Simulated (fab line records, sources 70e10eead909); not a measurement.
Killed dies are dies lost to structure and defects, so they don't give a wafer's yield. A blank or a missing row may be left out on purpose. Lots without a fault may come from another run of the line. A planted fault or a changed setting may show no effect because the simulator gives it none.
Chamber matching | flow nand_harc | NHARC_A_CONTACT_ETCH_78 on rie_diel-11: 4 sister chambers
The step etches the open film in O2/COS, target depth 5300 nm, time 1378 s. 4 wafers are shown with their chamber, then 9 later ones without.

WAFERS WITH THEIR CHAMBER
wafer  | chamber | showerhead_plenum_p_Torr (Torr)
L298.5 | 2       | 3.05
L314.2 | 3       | 3.26
L314.5 | 1       | 3.20
L314.6 | 0       | 3.01

WAFERS WITHOUT THEIR CHAMBER
wafer  | showerhead_plenum_p_Torr (Torr)
L315.1 | 3.03
L315.4 | 3.01
L315.5 | 3.03
L318.4 | 3.26
L318.5 | 3.00
L318.6 | 3.20
L319.1 | 3.00
L319.2 | 3.26
L319.4 | 3.03

WHICH CHAMBER EACH WENT THROUGH
wafer  | from the rows above     | in truth
L315.1 | can't be placed: 0 or 2 | 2
L315.4 | 0                       | 0
L315.5 | can't be placed: 0 or 2 | 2
L318.4 | 3                       | 3
L318.5 | 0                       | 0
L318.6 | 1                       | 1
L319.1 | 0                       | 0
L319.2 | 3                       | 3
L319.4 | can't be placed: 0 or 2 | 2
Placed correctly: 6 of 9. Can't be placed from these rows: 3 (the true chamber is among the candidates in 3). Placed wrongly: 0.
How it was worked out, from the rows above alone: a wafer's distance from a chamber is the root of the sum, over the readings, of the square of ((its reading less the chamber's mean) divided by the reading's scatter). The wafer belongs to the nearest chamber; if the next one is less than 2 further off, it can't be placed. A chamber's mean is the mean of its shown wafers. The scatter: with one shown wafer a chamber, the root of the mean of the squares of how far each hidden wafer lies from its nearest shown one.
